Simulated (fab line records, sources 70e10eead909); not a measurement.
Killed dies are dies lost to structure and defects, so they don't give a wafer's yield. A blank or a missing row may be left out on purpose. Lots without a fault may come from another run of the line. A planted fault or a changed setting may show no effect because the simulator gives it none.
fab line records | flow nand_harc
record lots=14 wafers=42 last_day=26
route steps=1159 shown P_M0@274 P_M1@293
lots that met no fault: from a run of the same line without faults
start_h: hours from the record's first day to the start of the lot's first wafer shown | wait_h: hours since the lot's step before | " the same as in the row above | L1.1+2: a row that stands for several wafers | - no value, or no start given | * or withheld: withheld | < > ~ a bound
route shown NAME@n: a module of which the file shows steps, and the number in the route of the first | usual: mean/standard deviation of fault-free wafers | same: alike in all rows | chamber/n: place in a boat | sites: the reading at each site | _std_site: their standard deviation | _edge_site: outer sites' mean less inner sites' | radius_mm: how far each site lies from the wafer's centre | mask NAME#n: copy n | behind: the tool/chamber that last shaped the wafer | hold: why the lot was held/for how many hours/how that ended | device: the transistor (n, p or np) that didn't switch | end of line: the same wafers' tests at the end of the route | a step without rows: its recipe alone | killed: dies lost to structure and defects at the first sort, not the wafer's yield | map: a wafer's dies, x killed, . not, _ none there
set.NAME: the setting as run; set.NAME@STEP: as run at that earlier step | model.NAME: the simulator's own value behind a step, which no gauge read
steps of the route over a sample of lots; a table a step, a row a wafer
services: from which hour (start_h, from the record's first day; less than 0 if before it) a tool's chamber was out of use, for how many hours, and why
## steps
# step NHARC_P_M0_PVD_20
# recipe target_thk_a=50 bias_v=168.6 power_w=15000 chamber_pressure_pa=0.12 time_s=8.06 substrate_temp_c=50 material=TaN
# usual throttle_valve_pct=30.2/1.2
# columns lot.wafer tool chamber start_h wait_h throttle_valve_pct
L854.3 pvd_sputter-02 - - - 30.1
L854.1 " - " " 28.1
L854.6 " - " " 29.0
L855.3 pvd_sputter-03 - - - 31.2
L855.4 " - " " 29.9
L855.5 " - " " 30.9
L856.3 pvd_sputter-03 - - - 30.0
L856.1 " - " " 29.2
L856.6 " - " " 30.8
L859.3 pvd_sputter-01 - - - 32.5
L859.4 " - " " 28.9
L859.2 " - " " 32.1
L862.3 pvd_sputter-02 - - - 28.2
L862.6 " - " " 28.2
L862.5 " - " " 30.3
L861.4 pvd_sputter-02 - - - 28.5
L861.5 " - " " 28.3
L861.6 " - " " 30.1
L863.3 pvd_sputter-01 - - - 29.1
L863.1 " - " " 31.7
L863.5 " - " " 29.5
L864.1 pvd_sputter-03 - - - 30.0
L864.3 " - " " 30.3
L864.6 " - " " 29.3
L869.1 pvd_sputter-03 - - - 29.3
L869.2 " - " " 30.3
L869.5 " - " " 31.3
L870.1 pvd_sputter-03 - - - 30.4
L870.3 " - " " 30.9
L870.6 " - " " 31.1
L871.3 pvd_sputter-01 - - - 32.1
L871.4 " - " " 28.6
L871.5 " - " " 29.3
L874.4 pvd_sputter-01 - - - 31.6
L874.1 " - " " 29.1
L874.6 " - " " 29.0
L873.4 pvd_sputter-02 - - - 30.5
L873.6 " - " " 30.3
L873.5 " - " " 29.1
L876.3 pvd_sputter-03 - - - 29.4
L876.6 " - " " 29.3
L876.5 " - " " 30.3
# step NHARC_P_M0_DEP_32
# recipe target_thk_a=300 temp_c=370 target_thk_nm=30 pressure_torr=3 flow_sccm=200 rf_w=450 material=SiCN
# usual chamber_pressure_Torr=3.001/0.0054 heater_power_w=594/73
# columns lot.wafer tool chamber start_h wait_h chamber_pressure_Torr heater_power_w
L854.1 pecvd-01 0 119.41 0.1 2.999 715
L854.3 " 1 " " 3.007 619
L854.6 " 1 " " 3.003 602
L855.4 pecvd-04 1 128.03 0.2 3.004 599
L855.3 " 2 " " 3.004 582
L855.5 " 2 " " 3.007 470
L856.3 pecvd-03 1 128.41 0.1 3.015 633
L856.1 " 2 " " 2.997 669
L856.6 " 1 " " 3.000 625
L859.2 pecvd-04 0 151.07 0.1 3.010 525
L859.3 " 1 " " 2.999 597
L859.4 " 1 " " 2.994 613
L862.3 pecvd-03 0 163.67 0.1 2.995 637
L862.6 " 2 " " 3.002 684
L862.5 " 1 " " 2.998 660
L861.6 pecvd-04 2 171.29 0.2 3.004 527
L861.4 " 0 " " 3.005 479
L861.5 " 1 " " 2.996 574
L863.3 pecvd-01 0 176.81 0.1 3.005 646
L863.1 " 2 " " 2.995 682
L863.5 " 1 " " 3.001 546
L864.1 pecvd-04 1 181.64 0.1 3.003 572
L864.3 " 2 " " 2.999 554
L864.6 " 0 " " 2.999 446
L869.1 pecvd-04 0 210.38 0.1 3.002 581
L869.2 " 1 " " 2.997 542
L869.5 " 2 " " 3.004 563
L870.3 pecvd-04 2 219.17 0.1 3.009 585
L870.1 " 0 " " 2.997 593
L870.6 " 2 " " 2.999 584
L871.3 pecvd-01 0 224.90 0.1 3.007 655
L871.4 " 1 " " 2.998 620
L871.5 " 2 " " 3.000 735
L874.1 pecvd-04 2 232.83 0.1 2.995 484
L874.6 " 2 " " 3.005 478
L874.4 " 0 " " 3.005 473
L873.4 pecvd-04 0 242.15 0.2 2.992 509
L873.6 " 1 " " 2.995 618
L873.5 " 2 " " 3.002 543
L876.3 pecvd-04 0 250.21 0.1 3.005 563
L876.6 " 1 " " 3.001 560
L876.5 " 2 " " 3.008 585
# step NHARC_P_M1_PEB_07
# recipe peb_temp_c=100 peb_time_s=65
# usual chill_plate_temp_C=22.98/0.099 exhaust_pa=45.0/0.84
# columns lot.wafer tool chamber start_h wait_h chill_plate_temp_C exhaust_pa
L854.1 litho_track-04 0 120.53 0.1 23.03 44.6
L854.3 " 0 " " 22.91 44.2
L854.6 " 0 " " 23.07 45.4
L855.3 litho_track-01 0 129.20 0.0 23.02 44.5
L855.4 " 0 " " 23.07 44.9
L855.5 " 0 " " 23.05 45.0
L856.1 litho_track-01 0 129.58 0.1 22.79 44.2
L856.3 " 0 " " 22.82 43.9
L856.6 " 0 " " 22.90 45.2
L859.2 litho_track-04 0 152.18 0.1 22.78 44.6
L859.3 " 0 " " 22.85 44.4
L859.4 " 0 " " 22.94 45.8
L862.3 litho_track-06 0 164.67 0.0 22.89 44.6
L862.5 " 0 " " 22.87 43.8
L862.6 " 0 " " 22.96 44.8
L861.4 litho_track-04 0 172.33 0.0 23.09 44.0
L861.5 " 0 " " 23.05 45.1
L861.6 " 0 " " 23.18 44.0
L863.1 litho_track-04 - 177.85 0.1 - -
L863.3 " - " " - -
L863.5 " - " " - -
L864.1 litho_track-04 - 182.77 0.1 - -
L864.3 " - " " - -
L864.6 " - " " - -
L869.1 litho_track-01 0 211.41 0.1 23.19 44.8
L869.2 " 0 " " 23.00 45.7
L869.5 " 0 " " 23.01 45.5
L870.1 litho_track-06 0 220.31 0.1 23.01 44.2
L870.3 " 0 " " 22.85 44.7
L870.6 " 0 " " 22.79 45.1
L871.3 litho_track-04 0 225.86 0.0 23.15 46.0
L871.4 " 0 " " 22.97 47.0
L871.5 " 0 " " 23.01 45.1
L874.1 litho_track-04 0 233.86 0.1 22.86 44.9
L874.4 " 0 " " 23.03 46.0
L874.6 " 0 " " 22.93 44.8
L873.4 litho_track-04 0 243.19 0.0 22.81 45.0
L873.5 " 0 " " 22.92 44.9
L873.6 " 0 " " 22.84 45.2
L876.3 litho_track-06 0 251.39 0.0 23.09 45.0
L876.5 " 0 " " 22.97 45.2
L876.6 " 0 " " 23.11 45.7
# step NHARC_P_M1_STRIP_18
# recipe power_w=1000 n2_flow_sccm=150 h2_flow_sccm=150 ar_flow_sccm=0 bias_w=0 chemistry=N2/H2
# usual drypump_motor_current_A=5.9/0.48 h2_flow_sccm=150.0/0.45 mfc_ar_sccm=0.004/0.0091 oes_product_au=1.000/0.013 power_w=999.8/2.8 rf_vpp_V=90.9/0.96 showerhead_plenum_p_Torr=2.08/0.086 throttle_valve_pct=14.171/0.0086
# columns lot.wafer tool chamber start_h wait_h drypump_motor_current_A h2_flow_sccm mfc_ar_sccm oes_product_au power_w rf_hours_counter_h rf_vpp_V showerhead_plenum_p_Torr throttle_valve_pct
L854.3 rie_diel-05 0 121.24 0.1 5.6 150.2 0.033 1.001 995.8 10 91.0 1.93 14.164
L854.1 " 3 " " 5.0 149.9 0 1.018 997.4 8 89.9 2.13 14.165
L854.6 " 1 " " 6.3 150.3 0.007 0.979 998.7 - 91.6 2.17 14.168
L855.4 rie_diel-05 0 129.90 0.1 5.6 150.0 0.033 1.004 1000.8 12 90.6 1.93 14.162
L855.3 " 1 " " 6.3 149.5 0.007 0.988 1002.8 9 92.0 2.16 14.179
L855.5 " 3 " " 5.0 150.5 0 1.024 1001.1 - 90.3 2.13 14.171
L856.1 rie_diel-02 1 130.22 0.1 6.2 150.5 0 1.018 1002.4 3 90.5 2.00 14.163
L856.3 " 0 " " 5.7 150.9 0 1.006 1002.3 3 91.4 2.08 14.183
L856.6 " 2 " " 5.4 149.7 0.005 0.983 1001.1 - 90.1 2.01 14.190
L859.2 rie_diel-05 0 152.83 0.1 5.6 149.6 0.033 0.997 999.1 13 91.0 1.93 14.172
L859.3 " 1 " " 6.3 149.8 0.007 0.985 997.6 11 92.2 2.16 14.152
L859.4 " 3 " " 5.0 150.1 0 1.000 1001.8 11 91.3 2.13 14.177
L862.3 rie_diel-09 1 165.32 0.1 6.6 150.3 0 0.986 1002.7 6 91.2 2.12 14.183
L862.6 " 1 " " 6.5 149.9 0 0.978 1000.2 - 92.2 2.12 14.172
L862.5 " 2 " " 6.2 149.9 0 0.999 999.7 - 91.5 2.16 14.156
L861.4 rie_diel-05 0 173.02 0.1 5.6 150.2 0.033 1.023 1000.5 0 89.9 1.93 14.172
L861.5 " 2 " " 6.3 150.9 0 0.987 1001.6 - 92.3 2.12 14.176
L861.6 " 3 " " 5.0 150.3 0 0.996 998.2 - 91.6 2.13 14.183
L863.3 rie_diel-09 3 178.52 0.1 5.5 149.6 0 1.008 1002.2 6 93.1 2.16 14.189
L863.1 " 1 " " 6.6 149.9 0 0.992 1004.5 6 89.8 2.12 14.168
L863.5 " 3 " " 5.5 150.1 0 1.015 998.7 - 91.6 2.16 14.171
L864.1 rie_diel-02 1 183.60 0.1 6.2 150.0 0 1.002 997.7 1 89.2 2.00 14.162
L864.3 " 2 " " 5.4 149.6 0.005 0.985 999.8 1 90.3 2.01 14.157
L864.6 " 0 " " 5.8 151.0 0 1.000 996.6 - 90.7 2.08 14.179
L869.1 rie_diel-02 0 212.20 0.1 5.7 149.9 0 1.008 996.0 1 91.1 2.08 14.167
L869.2 " 3 " " 6.1 150.2 0.007 0.977 998.5 1 90.3 1.92 14.168
L869.5 " 1 " " 6.1 150.1 0 0.998 1001.7 - 90.7 2.00 14.166
L870.1 rie_diel-02 3 220.96 0.1 6.1 149.0 0.007 0.992 995.4 2 90.4 1.92 14.165
L870.3 " 1 " " 6.2 149.2 0 1.012 999.5 1 90.9 2.00 14.190
L870.6 " 0 " " 5.7 150.2 0 1.013 995.4 - 91.0 2.08 14.172
L871.3 rie_diel-09 1 226.51 0.1 6.6 149.8 0 0.982 1001.2 9 90.4 2.12 14.162
L871.4 " 3 " " 5.5 150.9 0 1.000 1004.3 9 92.4 2.16 14.179
L871.5 " 2 " " 6.2 149.7 0 0.986 996.0 - 90.8 2.16 14.175
L874.1 rie_diel-09 2 234.51 0.1 6.2 149.8 0 0.982 994.1 10 89.7 2.16 14.185
L874.4 " 3 " " 5.5 150.0 0 0.994 1001.0 10 91.0 2.16 14.168
L874.6 " 3 " " 5.5 150.0 0 0.998 999.3 - 91.8 2.16 14.170
L873.4 rie_diel-02 1 243.92 0.1 6.1 149.5 0 0.999 998.4 2 90.0 2.00 14.170
L873.6 " 2 " " 5.4 150.2 0.005 0.978 1007.4 - 90.6 2.01 14.176
L873.5 " 3 " " 6.1 149.0 0.007 0.979 1007.1 - 88.9 1.92 14.165
L876.3 rie_diel-09 1 252.08 0.1 6.6 150.5 0 1.004 1000.6 12 91.9 2.12 14.175
L876.6 " 0 " " 5.3 149.6 0 0.998 1001.3 - 90.4 2.13 14.165
L876.5 " 1 " " 6.6 150.1 0 0.996 1002.5 - 91.5 2.12 14.163
## services
# columns tool chamber start_h hours kind
pvd_sputter-03 - 102.02 10.0 pm
pecvd-03 - 111.20 13.0 pm
litho_track-06 - 117.00 7.0 pm
rie_diel-05 1 122.49 1.3 repair
pecvd-04 0 123.23 16.0 repair
pecvd-04 - 126.87 0.9 repair
pecvd-04 2 130.30 5.5 repair
litho_track-04 - 141.00 7.0 pm
rie_diel-02 - 150.70 9.0 pm
pvd_sputter-01 - 158.02 10.0 pm
rie_diel-05 - 163.60 9.0 pm
pvd_sputter-02 - 171.65 6.4 repair
rie_diel-05 3 180.60 3.5 repair
pecvd-04 - 195.00 13.0 pm
pecvd-04 0 195.00 13.0 vent_cycle
pecvd-04 1 195.00 13.0 vent_cycle
pecvd-04 2 195.00 13.0 vent_cycle
pecvd-01 - 197.14 2.9 repair
rie_diel-09 2 203.33 9.9 repair
rie_diel-09 3 205.37 12.2 repair
pvd_sputter-02 - 214.00 10.0 pm
pecvd-03 0 221.68 15.8 repair
pecvd-01 - 237.40 13.0 pm
rie_diel-05 0 246.01 4.7 repair
## key
first_sign step=NHARC_P_M1_PEB_07 reading=tool_record direction=missing
effect none on later readings
met_at NHARC_P_M1_PEB_07
struck_lots L863,L864
rows_end L864.1,L864.3,L864.6
later_rows_left_out L863.1,L863.3,L863.5
sort_left_out L863.1,L863.3,L863.5
not_acting_at NHARC_P_M0_PVD_20,NHARC_P_M0_DEP_32,NHARC_P_M1_STRIP_18
onset_between 172.33 177.85
earlier_fault kind=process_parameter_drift tool=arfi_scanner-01 chamber=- onset_h=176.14 steps=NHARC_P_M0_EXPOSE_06 channel=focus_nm offset=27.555 spread_by_wafer=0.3 shape=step
fault kind=skipped_step_whole tool=litho_track-04 chamber=- onset_h=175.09 steps=NHARC_P_M1_PEB_07 scope=struck_lots_only
# sort_left_out: the simulated sort isn't trusted on such a fault, so these wafers' sort isn't shown, and their yield isn't known
# later_rows_left_out: the simulator's readings of these wafers behind a module that went badly wrong aren't trusted and aren't shown, but for the sort
# rows_end: these wafers met a further fault down the route, and their rows from its step on are left out
